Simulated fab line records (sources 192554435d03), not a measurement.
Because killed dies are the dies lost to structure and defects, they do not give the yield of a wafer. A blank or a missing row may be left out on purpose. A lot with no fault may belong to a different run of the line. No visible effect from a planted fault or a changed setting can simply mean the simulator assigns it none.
fab line records | flow n5Finfet
record lots=10 | wafers=30 | lastDay=17
route steps=1938 shown ILD0@343 PASSIVATION@1911
lots untouched by any fault: they come from a run of this same line in which no faults occurred
startH: start of the lot's first displayed wafer, in hours after the record's first day | waitH: hours elapsed since this lot's preceding step | " as in the row above | L1.1+2: one row covering several wafers at once | - value missing, or start not given | * or withheld: withheld | < > ~ a bound
route shown NAME@n: NAME is a module with steps in the file, n the number in the route of the first one | usual: mean/standard deviation of fault-free wafers | same: alike in all rows | chamber/n: place in a boat | sites: per-site readings | _std_site: the standard deviation of these | _edge_site: inner sites' mean taken away from outer sites' mean | radiusMm: for every site, how far away it sits from the centre of the wafer | mask NAME#n: copy n | behind: tool/chamber where the wafer was last shaped | hold: reason for holding the lot/hours on hold/outcome of the hold | device: the transistor (n, p or np) that didn't switch | end of line: tests run on the same wafers once the route is complete | for a step that has no rows: nothing shown but its recipe | killed: not the wafer's yield, but the dies lost to structure and defects at the first sort | map: shows each die of a wafer: x if killed, . if not, _ if none is there
set.NAME: the setting that was run; set.NAME@STEP: the one run at that earlier step | model.NAME: the simulator's own value behind a step, which no gauge read
steps of the route over a sample of lots; a table a step, a row a wafer
services: the hour from which a tool's chamber was out of use, counted from the record's first day as startH (under 0 if before that day), plus the number of hours and why
## steps
# step N5_ILD0_ALD_15
# recipe material=SiNx | targetThkA=240 | tempC=400 | aldPrecursorFamily=SiH2I2 | aldCoReactant=N2/H2-plasma | pulseTimeS=1 | aldCycles=480 | purgeTimeS=2 | coReactantPurgeTimeS=2 | pressureTorr=2
# usual chamberPressureTorr=2.000/0.0038 | heaterPowerW=859/120 | precursorPulseHeightRel=1.000/0.019
# same purgeTimeS=2
lot.wafer | tool      | chamber | startH | waitH | chamberPressureTorr | heaterPowerW | precursorPulseHeightRel
L454.3    | aldSin-03 | 1       | 67.45  | 0.4   | 2.000               | 897          | 1.022
L454.4    | "         | 2       | "      | "     | 1.998               | 921          | 1.012
L454.5    | "         | 3       | 68.53  | 1.2   | 2.002               | 776          | 1.005
L456.1    | aldSin-03 | 3       | 80.70  | 0.6   | 1.995               | 804          | 1.014
L456.3    | "         | 2       | "      | "     | 1.997               | 913          | 1.006
L456.5    | "         | 3       | 81.78  | 1.2   | 2.007               | 807          | 1.011
L457.4    | aldSin-03 | 2       | 90.48  | 1.4   | 1.998               | 923          | 1.023
L457.5    | "         | 3       | 91.56  | 2.3   | 2.004               | 794          | 0.996
L457.6    | "         | 2       | "      | "     | 2.001               | 927          | 0.997
L458.2    | aldSin-01 | 1       | 91.52  | 0.7   | 1.999               | 754          | 0.978
L458.3    | "         | 2       | "      | "     | 2.001               | 774          | 1.002
L458.6    | "         | 0       | 92.60  | 1.3   | 2.004               | 725          | 1.010
L459.2    | aldSin-03 | 2       | 102.80 | 0.9   | 1.998               | 895          | 1.012
L459.3    | "         | 1       | "      | "     | 2.004               | 871          | 0.998
L459.5    | "         | 3       | 103.88 | 1.6   | 2.003               | 795          | 0.979
L463.2    | aldSin-01 | 3       | 129.56 | 0.5   | 2.002               | 1169         | 1.010
L463.5    | "         | 2       | 130.64 | 1.2   | 2.004               | 735          | 0.998
L463.6    | "         | 1       | "      | "     | 1.998               | 749          | 1.015
L471.2    | aldSin-03 | 3       | 169.08 | 0.5   | 1.997               | 781          | 0.988
L471.3    | "         | 0       | "      | "     | 1.992               | 886          | 0.966
L471.6    | "         | 3       | 170.17 | 1.1   | 2.003               | 774          | 0.994
L472.1    | aldSin-03 | 1       | 178.81 | 0.6   | 1.997               | 893          | 1.026
L472.2    | "         | 0       | "      | "     | 2.002               | 890          | 0.998
L472.6    | "         | 1       | 179.90 | 1.2   | 1.999               | 851          | 0.994
L473.1    | aldSin-03 | 2       | 187.26 | 0.8   | 2.003               | 902          | 0.990
L473.2    | "         | 0       | "      | "     | 2.000               | 895          | 1.003
L473.6    | "         | 2       | 188.35 | 1.4   | 2.000               | 915          | 0.987
L476.4    | aldSin-01 | 2       | 199.91 | 0.2   | 2.001               | 789          | 0.967
L476.5    | "         | 3       | 201.00 | 1.2   | 2.005               | 1192         | 0.993
L476.6    | "         | 0       | "      | "     | 2.001               | 709          | 1.020
# step N5_PASSIVATION_STRIP_34
# recipe chemistry=O2 | powerW=600 | tempC=60 | pressureMtorr=30 | rfFrequencyHz=6e+07 | biasPowerW=0 | overashFraction=2 | o2FlowSccm=225
# usual drypumpMotorCurrentA=5.8/0.48 | oesProductAu=0.81/0.09 | rfVppV=3.7/1.5 | showerheadPlenumPTorr=2.10/0.072 | throttleValvePct=16.53/0.2
# same biasPowerW=0
lot.wafer | tool       | chamber | startH | waitH | drypumpMotorCurrentA | oesProductAu | rfHoursCounterH | rfVppV | showerheadPlenumPTorr | throttleValvePct
L454.3    | rieDiel-05 | 1       | 291.82 | 0.1   | 6.1                  | 0.89         | 27              | 2.3    | 2.05                  | 16.42
L454.4    | "          | 0       | "      | "     | 5.2                  | 0.96         | 2               | 2.8    | 2.15                  | 16.38
L454.5    | "          | 0       | "      | "     | 5.2                  | 0.94         | -               | 5.3    | 2.15                  | 16.46
L457.4    | rieDiel-01 | 1       | 295.42 | 0.1   | 6.1                  | 0.68         | 235             | 4.0    | 1.98                  | 16.66
L457.5    | "          | 0       | "      | "     | 5.5                  | 0.90         | -               | 4.5    | 2.13                  | 16.11
L457.6    | "          | 1       | "      | "     | 6.1                  | 0.69         | -               | 4.4    | 1.98                  | 16.66
L456.1    | rieDiel-03 | 3       | 295.68 | 0.1   | 6.2                  | 0.76         | 170             | 3.9    | 2.00                  | 16.66
L456.3    | "          | 2       | "      | "     | 6.6                  | 0.69         | 249             | 1.9    | 2.14                  | 17.04
L456.5    | "          | 2       | "      | "     | 6.6                  | 0.69         | -               | 6.3    | 2.14                  | 17.03
L458.2    | rieDiel-03 | 1       | 295.91 | 0.1   | 5.7                  | 0.76         | 142             | 4.8    | 2.19                  | 16.45
L458.3    | "          | 3       | "      | "     | 6.2                  | 0.75         | 170             | 6.0    | 2.00                  | 16.65
L458.6    | "          | 1       | "      | "     | 5.6                  | 0.76         | -               | 2.7    | 2.19                  | 16.40
L459.2    | rieDiel-05 | 3       | 311.53 | 0.1   | 5.4                  | 0.69         | 240             | 3.0    | 2.06                  | 16.90
L459.3    | "          | 0       | "      | "     | 5.2                  | 0.93         | 9               | 1.4    | 2.15                  | 16.36
L459.5    | "          | 0       | "      | "     | 5.2                  | 0.94         | -               | 3.4    | 2.15                  | 16.38
L463.2    | rieDiel-03 | 1       | 335.51 | 0.1   | 5.7                  | 0.75         | 158             | 4.8    | 2.18                  | 16.44
L463.5    | "          | 1       | "      | "     | 5.7                  | 0.73         | -               | 5.4    | 2.18                  | 16.47
L463.6    | "          | 0       | "      | "     | 6.3                  | 0.83         | -               | 4.9    | 2.04                  | 16.59
L471.2    | rieDiel-03 | 3       | 375.16 | 0.1   | 6.3                  | 0.71         | 199             | 7.0    | 1.99                  | 16.66
L471.3    | "          | 1       | "      | "     | 5.6                  | 0.73         | 173             | 1.7    | 2.18                  | 16.47
L471.6    | "          | 2       | "      | "     | 6.6                  | 0.95         | -               | 1.9    | 2.14                  | 16.56
L472.1    | rieDiel-03 | 3       | 395.47 | 0.1   | 6.3                  | 0.71         | 205             | 3.9    | 1.99                  | 16.71
L472.2    | "          | 2       | "      | "     | 6.6                  | 0.90         | 17              | 2.6    | 2.14                  | 16.59
L472.6    | "          | 3       | "      | "     | 6.3                  | 0.72         | -               | 4.6    | 1.99                  | 16.70
L473.1    | rieDiel-01 | 3       | 396.89 | 0.1   | 5.1                  | 0.73         | 147             | 5.5    | 2.18                  | 16.50
L473.2    | "          | 2       | "      | "     | 5.3                  | 0.76         | 155             | 5.1    | 2.19                  | 16.61
L473.6    | "          | 2       | "      | "     | 5.4                  | 0.75         | -               | 4.1    | 2.19                  | 16.56
L476.4    | rieDiel-05 | 2       | 409.16 | 0.1   | 6.3                  | 0.90         | 19              | 2.0    | 2.06                  | 16.55
L476.5    | "          | 0       | "      | "     | 5.2                  | 0.84         | -               | 2.6    | 2.14                  | 16.44
L476.6    | "          | 3       | "      | "     | 5.3                  | 0.91         | -               | 3.6    | 2.05                  | 16.48
# step N5_PASSIVATION_PASS_ETCH_47
# recipe chemistry=CF4/O2 | target=SiNx | targetDepthA=7700 | timeS=385 | ionEnergyEv=100 | pressureMtorr=40 | sourceW=535 | biasW=49 | Ar_flow_sccm=100 | cf4FlowSccm=100 | O2_flow_sccm=10
# usual drypumpMotorCurrentA=5.9/0.49 | oesProductAu=0.79/0.087 | rfVppV=239.3/2.2 | showerheadPlenumPTorr=2.21/0.073 | throttleValvePct=15.80/0.21
lot.wafer | tool       | chamber | startH | waitH | drypumpMotorCurrentA | oesProductAu | rfHoursCounterH | rfVppV | showerheadPlenumPTorr | throttleValvePct
L454.3    | rieDiel-05 | 2       | 294.01 | 0.0   | 6.3                  | 0.68         | 235             | 236.7  | 2.18                  | 16.13
L454.4    | "          | 0       | "      | "     | 5.2                  | 0.95         | 3               | 239.5  | 2.25                  | 15.56
L454.5    | "          | 3       | "      | "     | 5.4                  | 0.70         | -               | 237.4  | 2.18                  | 16.13
L457.4    | rieDiel-05 | 2       | 296.59 | 0.0   | 6.3                  | 0.67         | 237             | 237.9  | 2.18                  | 16.14
L457.5    | "          | 2       | "      | "     | 6.3                  | 0.68         | -               | 236.8  | 2.18                  | 16.14
L457.6    | "          | 3       | "      | "     | 5.4                  | 0.70         | -               | 238.4  | 2.18                  | 16.13
L456.1    | rieDiel-01 | 1       | 296.89 | 0.0   | 6.1                  | 0.69         | 235             | 239.8  | 2.09                  | 15.88
L456.3    | "          | 0       | "      | "     | 5.5                  | 0.88         | 37              | 245.1  | 2.25                  | 15.35
L456.5    | "          | 3       | "      | "     | 5.1                  | 0.76         | -               | 240.5  | 2.31                  | 15.64
L458.2    | rieDiel-05 | 2       | 297.45 | 0.0   | 6.3                  | 0.68         | 237             | 238.1  | 2.18                  | 16.15
L458.3    | "          | 3       | "      | "     | 5.4                  | 0.70         | 235             | 237.2  | 2.18                  | 16.13
L458.6    | "          | 0       | "      | "     | 5.2                  | 0.93         | -               | 239.4  | 2.26                  | 15.56
L459.2    | rieDiel-05 | 3       | 312.82 | 0.0   | 5.3                  | 0.69         | 241             | 239.0  | 2.18                  | 16.14
L459.3    | "          | 1       | "      | "     | 6.2                  | 0.89         | 35              | 238.2  | 2.16                  | 15.65
L459.5    | "          | 1       | "      | "     | 6.2                  | 0.89         | -               | 238.0  | 2.16                  | 15.64
L463.2    | rieDiel-05 | 3       | 336.80 | 0.0   | 5.4                  | 0.69         | 248             | 239.0  | 2.17                  | 16.16
L463.5    | "          | 0       | "      | "     | 5.2                  | 0.90         | -               | 240.2  | 2.25                  | 15.58
L463.6    | "          | 3       | "      | "     | 5.4                  | 0.69         | -               | 236.6  | 2.17                  | 16.16
L471.2    | rieDiel-01 | 0       | 376.37 | 0.0   | 5.5                  | 0.84         | 64              | 243.5  | 2.24                  | 15.41
L471.3    | "          | 3       | "      | "     | 5.1                  | 0.73         | 139             | 240.4  | 2.29                  | 15.69
L471.6    | "          | 2       | "      | "     | 5.4                  | 0.75         | -               | 241.1  | 2.30                  | 15.74
L472.1    | rieDiel-03 | 1       | 396.63 | 0.0   | 5.7                  | 0.73         | 179             | 240.8  | 2.29                  | 15.72
L472.2    | "          | 2       | "      | "     | 6.6                  | 0.91         | 17              | 240.7  | 2.25                  | 15.83
L472.6    | "          | 1       | "      | "     | 5.7                  | 0.73         | -               | 239.7  | 2.29                  | 15.72
L473.1    | rieDiel-03 | 1       | 398.06 | 0.0   | 5.7                  | 0.73         | 180             | 242.6  | 2.29                  | 15.71
L473.2    | "          | 2       | "      | "     | 6.6                  | 0.90         | 18              | 241.2  | 2.25                  | 15.84
L473.6    | "          | 1       | "      | "     | 5.7                  | 0.72         | -               | 240.0  | 2.29                  | 15.72
L476.4    | rieDiel-03 | 2       | 410.44 | 0.0   | 6.6                  | 0.88         | 22              | 240.8  | 2.25                  | 15.84
L476.5    | "          | 2       | "      | "     | 6.6                  | 0.88         | -               | 241.6  | 2.25                  | 15.84
L476.6    | "          | 3       | "      | "     | 6.3                  | 0.72         | -               | 237.9  | 2.10                  | 15.93
# step N5_PASSIVATION_ETCH_54
# recipe chemistry=CHF3/O2 | target=SiO2 | targetDepthA=8800 | CHF3_flow_sccm=50 | O2_flow_sccm=5 | Ar_flow_sccm=200 | timeS=440 | maskMaterial=PR | pressureMtorr=30 | sourceW=650 | biasW=170 | ionEnergyEv=200
# usual drypumpMotorCurrentA=5.9/0.49 | oesProductAu=0.79/0.087 | rfVppV=521/4.5 | showerheadPlenumPTorr=2.42/0.081 | throttleValvePct=18.70/0.2
lot.wafer | tool       | chamber | startH | waitH | drypumpMotorCurrentA | oesProductAu | rfHoursCounterH | rfVppV | showerheadPlenumPTorr | throttleValvePct
L454.3    | rieDiel-05 | 2       | 294.24 | 0.1   | 6.3                  | 0.67         | 236             | 515    | 2.38                  | 19.03
L454.4    | "          | 0       | "      | "     | 5.2                  | 0.95         | 3               | 522    | 2.46                  | 18.50
L454.5    | "          | 3       | "      | "     | 5.4                  | 0.70         | -               | 518    | 2.38                  | 19.02
L457.4    | rieDiel-05 | 2       | 296.81 | 0.1   | 6.3                  | 0.68         | 237             | 516    | 2.38                  | 19.04
L457.5    | "          | 2       | "      | "     | 6.3                  | 0.68         | -               | 516    | 2.38                  | 19.03
L457.6    | "          | 3       | "      | "     | 5.4                  | 0.70         | -               | 518    | 2.38                  | 19.02
L456.1    | rieDiel-01 | 1       | 297.12 | 0.1   | 6.1                  | 0.69         | 236             | 518    | 2.29                  | 18.76
L456.3    | "          | 0       | "      | "     | 5.5                  | 0.89         | 37              | 527    | 2.45                  | 18.24
L456.5    | "          | 3       | "      | "     | 5.1                  | 0.76         | -               | 525    | 2.52                  | 18.56
L458.2    | rieDiel-05 | 2       | 297.68 | 0.1   | 6.3                  | 0.68         | 237             | 516    | 2.38                  | 19.02
L458.3    | "          | 3       | "      | "     | 5.3                  | 0.69         | 235             | 517    | 2.38                  | 19.02
L458.6    | "          | 0       | "      | "     | 5.2                  | 0.95         | -               | 520    | 2.46                  | 18.50
L459.2    | rieDiel-05 | 3       | 313.05 | 0.1   | 5.3                  | 0.69         | 241             | 518    | 2.38                  | 19.03
L459.3    | "          | 1       | "      | "     | 6.2                  | 0.88         | 35              | 518    | 2.35                  | 18.56
L459.5    | "          | 1       | "      | "     | 6.1                  | 0.88         | -               | 518    | 2.35                  | 18.59
L463.2    | rieDiel-05 | 3       | 337.03 | 0.1   | 5.3                  | 0.69         | 249             | 517    | 2.37                  | 19.05
L463.5    | "          | 0       | "      | "     | 5.2                  | 0.89         | -               | 520    | 2.46                  | 18.52
L463.6    | "          | 3       | "      | "     | 5.4                  | 0.68         | -               | 518    | 2.37                  | 19.04
L471.2    | rieDiel-01 | 0       | 376.59 | 0.1   | 5.5                  | 0.84         | 64              | 528    | 2.44                  | 18.28
L471.3    | "          | 3       | "      | "     | 5.1                  | 0.74         | 140             | 523    | 2.51                  | 18.62
L471.6    | "          | 2       | "      | "     | 5.4                  | 0.75         | -               | 527    | 2.52                  | 18.66
L472.1    | rieDiel-03 | 1       | 396.86 | 0.1   | 5.7                  | 0.73         | 179             | 524    | 2.50                  | 18.59
L472.2    | "          | 2       | "      | "     | 6.6                  | 0.90         | 17              | 523    | 2.46                  | 18.78
L472.6    | "          | 1       | "      | "     | 5.7                  | 0.73         | -               | 523    | 2.50                  | 18.59
L473.1    | rieDiel-03 | 1       | 398.29 | 0.1   | 5.7                  | 0.72         | 180             | 523    | 2.50                  | 18.59
L473.2    | "          | 2       | "      | "     | 6.6                  | 0.90         | 18              | 522    | 2.46                  | 18.79
L473.6    | "          | 1       | "      | "     | 5.7                  | 0.72         | -               | 523    | 2.50                  | 18.59
L476.4    | rieDiel-03 | 2       | 410.67 | 0.1   | 6.6                  | 0.89         | 22              | 523    | 2.46                  | 18.77
L476.5    | "          | 2       | "      | "     | 6.6                  | 0.89         | -               | 523    | 2.46                  | 18.77
L476.6    | "          | 3       | "      | "     | 6.3                  | 0.72         | -               | 519    | 2.29                  | 18.81
# step N5_PASSIVATION_PROBE_49
# usual defectLimitedYield=91.0/1.5 | killed_at_M0_to_M3=36/12 | killed_at_M4_up=14/5.5 | killedAtContacts=11/4.8 | killedAtFrontEnd=42/12 | killedAtOther=3.7/2.7 | killedDies=106/18 | killedOnRim=13/4.5 | killedOpen=70/13 | killedShort=35/8.2 | sort_bin_5_function=5.3/1 | sort_bin_6_memory=3.3/0.69 | sortNPass=1074/18 | sortYieldPct=91.0/1.5
# same grossDies=1180 | killedAtBackSide=0 | sort_bin_4_leakage[%]=0 | sort_bin_8_speed[%]=0
lot.wafer | tool      | chamber | startH | waitH | defectLimitedYield[%] | killed_at_M0_to_M3 | killed_at_M4_up | killedAtContacts | killedAtFrontEnd | killedAtOther | killedDies | killedOnRim | killedOpen | killedShort | sort_bin_5_function[%] | sort_bin_6_memory[%] | sortNPass | sortYieldPct[%]
L457.4    | prober-01 | -       | 299.74 | 0.2   | 79.7                  | 29                 | 14              | 13               | 177              | 6             | 239        | 34          | 57         | 39          | 12.3                   | 3.6                  | 941       | 79.7
L457.5    | prober-01 | -       | 299.79 | 0.2   | 83.8                  | 29                 | 11              | 12               | 130              | 9             | 191        | 23          | 52         | 38          | 9.4                    | 3.6                  | 989       | 83.8
L457.6    | prober-01 | -       | 299.84 | 0.3   | 81.4                  | 16                 | 13              | 6                | 185              | 0             | 220        | 29          | 44         | 25          | 10.5                   | 3.3                  | 960       | 81.4
L459.2    | prober-01 | -       | 315.88 | 0.1   | 79.6                  | 41                 | 12              | 4                | 180              | 4             | 241        | 28          | 63         | 35          | 12.0                   | 4.4                  | 939       | 79.6
L459.3    | prober-01 | -       | 315.93 | 0.1   | 79.7                  | 25                 | 12              | 6                | 183              | 13            | 239        | 25          | 55         | 36          | 11.9                   | 4.5                  | 941       | 79.7
L459.5    | prober-01 | -       | 316.03 | 0.2   | 81.3                  | 37                 | 28              | 12               | 137              | 7             | 221        | 38          | 79         | 43          | 10.7                   | 4.8                  | 959       | 81.3
# killed by level:class
L457.4 ILD0:unspecified=139 FIN_SAQP:geometricParticle:open=12 MOL_CONTACT_COAG:geometricParticle:open=10 FIN_SAQP:geometricParticle:short=8 BEOL_M1:geometricParticle:open=6 BEOL_M3:geometricParticle:open=6 GATE_CUT:geometricParticle:short=5 BEOL_M0_SAQP:geometricParticle:short=4
L457.5 ILD0:unspecified=100 BEOL_M1:geometricParticle:open=8 FIN_SAQP:geometricParticle:open=6 DUMMY_GATE:geometricParticle:open=6 MOL_CONTACT_COAG:geometricParticle:short=6 MOL_CONTACT_COAG:geometricParticle:open=6 FIN_SAQP:geometricParticle:short=5 BEOL_M1:geometricParticle:short=5
L457.6 ILD0:unspecified=145 FIN_SAQP:geometricParticle:open=9 FIN_SAQP:geometricParticle:short=7 STI_FIN_REVEAL:geometricParticle:open=5 MOL_CONTACT_COAG:geometricParticle:open=5 BEOL_M3:geometricParticle:open=5 BEOL_M7:geometricParticle:open=4 ILD0:geometricParticle:open=3
L459.2 ILD0:unspecified=140 BEOL_M2:geometricParticle:open=13 FIN_SAQP:geometricParticle:short=10 BEOL_M0_SAQP:geometricParticle:open=10 FIN_SAQP:geometricParticle:open=9 BEOL_M0_SAQP:geometricParticle:short=8 DUMMY_GATE:geometricParticle:open=6 BEOL_M4:geometricParticle:open=6
L459.3 ILD0:unspecified=146 FIN_SAQP:geometricParticle:short=10 BEOL_M0_SAQP:geometricParticle:short=8 FIN_SAQP:geometricParticle:open=7 MIM_TOP_ETCH:geometricParticle:open=6 MOL_CONTACT_COAG:geometricParticle:open=6 GATE_CUT:geometricParticle:short=5 BEOL_M2:geometricParticle:open=5
L459.5 ILD0:unspecified=96 BEOL_M4:geometricParticle:open=17 BEOL_M0_SAQP:geometricParticle:short=11 FIN_SAQP:geometricParticle:open=9 MOL_CONTACT_COAG:geometricParticle:open=9 FIN_SAQP:geometricParticle:short=7 GATE_CUT:geometricParticle:short=7 BEOL_M2:geometricParticle:open=7
## services
tool       | chamber | startH | hours | kind
rieDiel-03 | -       | 46.60  | 2.1   | repair
aldSin-03  | 1       | 80.39  | 3.1   | repair
rieDiel-03 | -       | 94.92  | 10.0  | pm
rieDiel-03 | 3       | 109.32 | 3.6   | repair
rieDiel-03 | 2       | 134.14 | 4.8   | repair
rieDiel-05 | 1       | 202.25 | -     | clean
rieDiel-01 | 0       | 225.59 | 5.0   | repair
aldSin-01  | -       | 242.63 | 2.0   | repair
rieDiel-01 | 1       | 246.01 | 6.7   | repair
aldSin-03  | -       | 268.25 | 14.0  | pm
aldSin-01  | 3       | 286.04 | 5.6   | repair
rieDiel-01 | 1       | 300.08 | 2.1   | repair
rieDiel-03 | -       | 306.71 | 2.8   | pm
rieDiel-03 | 2       | 315.09 | 11.2  | repair
rieDiel-05 | 3       | 331.50 | 3.1   | repair
rieDiel-01 | 0       | 338.64 | 8.2   | repair
aldSin-01  | 2       | 347.83 | 3.0   | repair
aldSin-03  | 1       | 348.44 | 13.9  | repair
aldSin-01  | 3       | 358.27 | 4.6   | repair
aldSin-03  | 3       | 372.23 | 10.7  | repair
aldSin-01  | -       | 374.05 | 14.0  | pm
aldSin-03  | 1       | 395.58 | 8.2   | repair
rieDiel-01 | 1       | 396.67 | 8.1   | repair
aldSin-03  | 2       | 397.46 | 13.5  | repair
## key
firstSign step=N5_PASSIVATION_PROBE_49 | reading=killedAtFrontEnd | direction=up | sigmas=10 | usual=42 | struck=165
effect step=N5_PASSIVATION_PROBE_49 | reading=killedDies | direction=up | sigmas=6.6 | usual=106 | struck=225
moreKillsBornAt N5_ILD0_ALD_15@aldSin-03=765
metAt N5_ILD0_ALD_15
struckLots L457,L459
notActingAt N5_PASSIVATION_STRIP_34,N5_PASSIVATION_PASS_ETCH_47,N5_PASSIVATION_ETCH_54
onsetBetween 80.70 90.48
fault kind=chamberParticleSource | tool=aldSin-03 | chamber=- | onsetH=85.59 | steps=N5_ILD0_ALD_15 | ratePerVisitCm2=1.9924 | endH=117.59
